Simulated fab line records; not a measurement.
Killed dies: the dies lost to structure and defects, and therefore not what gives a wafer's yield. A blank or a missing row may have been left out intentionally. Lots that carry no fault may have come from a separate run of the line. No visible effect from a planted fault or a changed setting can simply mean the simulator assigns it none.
A struck lot beside a sound one / flow n5_finfet / 40 steps out of a route of 1938
Sound: these wafers, L643.3, L643.4, L643.6. Struck: wafer L652.1; the same lot's L652.4 was not struck, so it is left out; see the end for the cause.
Order at every step that has rows: each side's tool, ch and its chambers, its first start. Under that, the readings that differ: sound wafers / struck wafers / difference of the means / sigmas: that difference in standard deviations of wafers without a fault.
alike: same words and numbers on both sides, and readings whose means sit less than 2 such deviations apart. not compared: any withheld reading, any reading some wafer has no value for, any bound like >300 that may hide the same value, and any number with overlapping values for which the record gives no deviation.
Wherever a step has rows on one side only, a row that says differs or no value, or a row with sigmas, the two part there. When numbers do not overlap yet have no deviation, they are printed without sigmas and do not part them. Lack of a reading on every wafer of one side parts them only where that side has two or more wafers.

first, 9 steps without rows for these wafers: N5_BEOL_M4_ANNEAL_95 (time 240 s); N5_BEOL_M4_SPUTTER_96 (material Cu, target thk 4.5 nm, time 8.29 s); N5_BEOL_M4_ECD_50 (material Cu, target thk 300 nm); N5_BEOL_M4_ANNEAL_51 (time 90 s); N5_BEOL_M4_CMP_52 (polishes, stops on SiOC, t overpolish 6.8 s, target thk 40 nm); N5_BEOL_M4_PRE_CLEAN_60 (time 15 s); N5_BEOL_M4_CO_CAP_55 (material Co, precursor CCTBA/H2, target thk 2 nm, time 102.1 s); N5_BEOL_M4_PRE_CLEAN_56 (time 15 s); N5_BEOL_M4_DEP_57 (deposits SiCN from 3MS/NH3, target thk 8 nm, time 14 s).
N5_BEOL_M4_RC_MEAS_101:
  sound on prober-02 ch 0, day 7 21:17; struck on prober-02 ch 0, day 11 00:14
  alike: DIBL_N, DIBL_P, IOFF_N, IOFF_P, ION_N, ION_P, SS_N, SS_P, VT_N, VT_P
then, 24 steps without rows for these wafers: N5_BEOL_M5_ILD_DEP_00 (deposits SiCOH lowk from DEMS/porogen, target thk 140.64 nm, time 25.9 s); N5_BEOL_M5_CURE_79 (cures SiCOH lowk, time 240 s); N5_BEOL_M5_PECVD_70 (deposits SiO2 from TEOS/O2, target thk 16 nm, time 18 s); N5_BEOL_M5_HM_DEP_02 (deposits TiN, target thk 20 nm); N5_BEOL_M5_COAT_59 (time 60 s, resist thk 60 nm); N5_BEOL_M5_COAT_60 (time 60 s, resist thk 12 nm); N5_BEOL_M5_COAT_71 (time 60 s, resist thk 5 nm); N5_BEOL_M5_COAT_05 (resist thk 30 nm); N5_BEOL_M5_EBR_07; N5_BEOL_M5_SOFTBAKE_06 (time 60 s); N5_BEOL_M5_EXPOSE_08 (exposes mask M5, target cd 28 nm); N5_BEOL_M5_PEB_09 (peb time 60 s); N5_BEOL_M5_DEVELOP_10 (develop time 30 s); N5_BEOL_M5_DESCUM_16 (chemistry O2, time 7 s); N5_BEOL_M5_ETCH_72 (etches underlayer in N2/H2, target depth 6.5 nm, time 5.2 s); N5_BEOL_M5_ETCH_61 (etches SiARC in CF4, target depth 15.6 nm, time 26 s); N5_BEOL_M5_ETCH_62 (etches SOC in N2/H2, target depth 75 nm, overetch 15 nm, time 112.5 s); N5_BEOL_M5_STRIP_63 (strips in N2/H2); N5_BEOL_M5_STRIP_73 (strips in N2/H2); N5_BEOL_M5_STRIP_64 (strips in CF4); N5_BEOL_M5_HM_OPEN_17 (chemistry Cl2/BCl3, target TiN, target depth 20 nm, overetch 6 nm); N5_BEOL_M5_STRIP_19 (strips in O2); N5_BEOL_M5_COAT_65 (time 60 s, resist thk 60 nm); N5_BEOL_M5_COAT_66 (time 60 s, resist thk 12 nm).
-- the record jumps here: 4 days lie between the struck wafers' starts before and after (it left off in module BEOL_M5 and takes up again in module BEOL_M15, whose first step shown is number 1809 of the route) --
N5_BEOL_M15_TRENCH_ETCH_34: etches SiO2 in C4F8/O2/Ar, target depth 872.93 nm, time 199 s.
  sound on rie_diel-06 ch 2,3, day 11 05:57; struck on rie_diel-06 ch 3, day 14 12:53
reading=model.etch.depth_nm (nm); sound=872.5 878.1 863.9; struck=541.2; difference=-330.3; sigmas=
reading=model.coat_of_BEOL_M15_COAT_22.thk_nm (nm); sound=543.6 540.6 545.6; struck=605.6; difference=+62.3; sigmas=
reading=model.BEOL_M15.cd_nm (nm); sound=400 400.6 400.4; struck=399.4; difference=-0.9; sigmas=
  alike: drypump_motor_current_A, he_outer_torr, oes_ar_750_au, oes_product_au, rf_vpp_V, showerhead_plenum_p_Torr, throttle_valve_pct
  not compared: rf_fwd_power_W, rf_hours_counter_h
N5_BEOL_M15_ETCH_38: etches SiCN in CF4/N2, target depth 106.4 nm, time 120.5 s.
  sound on rie_diel-06 ch 0,1,3; struck on rie_diel-06 ch 2
reading=model.BEOL_M15.cd_nm (nm); sound=400 400.8 400.6; struck=399.4; difference=-1.1; sigmas=
  alike: drypump_motor_current_A, oes_product_au, rf_fwd_power_W, rf_vpp_V, showerhead_plenum_p_Torr, throttle_valve_pct
  not compared: rf_hours_counter_h
N5_BEOL_M15_CMP_49: polishes, stops on SiO2, t overpolish 4.9 s, target thk 850 nm.
  sound on cmp-03 ch 0,1,2, day 11 08:50; struck on cmp-03 ch 1, day 14 18:10
reading=model.Cu_of_BEOL_M15_ECD_47.thk_nm (nm); sound=850.4 855.2 841.2; struck=518.6; difference=-330.3; sigmas=
  alike: edge_zone_pressure_frac, head_pressure_psi, motor_current_A
  not compared: pad_life_wafers
N5_BEOL_M15_THK_MEAS_50: measures by xrf.
  sound on film_metro-02, day 11 09:05; struck on film_metro-02, day 14 18:28
reading=M15_THK (nm); sound=853 850 839; struck=520; difference=-327; sigmas=-23
N5_BEOL_M15_RS_MEAS_54: a four-point-probe measurement.
  sound on film_metro-02, day 11 09:13; struck on film_metro-02, day 14 18:35
reading=M15_RS (ohm/sq); sound=0.0215 0.0214 0.0218; struck=0.0357; difference=+0.0141; sigmas=+44
N5_PASSIVATION_PROBE_49:
  sound on prober-02, day 12 00:53; struck on prober-01, day 15 07:52
reading=killed_at_M4_up; sound=5 16 12; struck=29; difference=+18; sigmas=+3
reading=killed_at_front_end; sound=42 31 56; struck=19; difference=-24; sigmas=-2
reading=sort_bin_8_speed (%); sound=0 0 0; struck=0.85; difference=+0.85; sigmas=
  alike: defect_limited_yield, killed_at_M0_to_M3, killed_at_contacts, killed_at_other, killed_dies, killed_on_rim, killed_open, killed_short, sort_bin_5_function, sort_bin_6_memory, sort_n_pass

== WHERE THEY PART ==
Earliest at N5_BEOL_M15_THK_MEAS_50; latest, in this record, at N5_PASSIVATION_PROBE_49.

WHY: what had been put in by the simulator
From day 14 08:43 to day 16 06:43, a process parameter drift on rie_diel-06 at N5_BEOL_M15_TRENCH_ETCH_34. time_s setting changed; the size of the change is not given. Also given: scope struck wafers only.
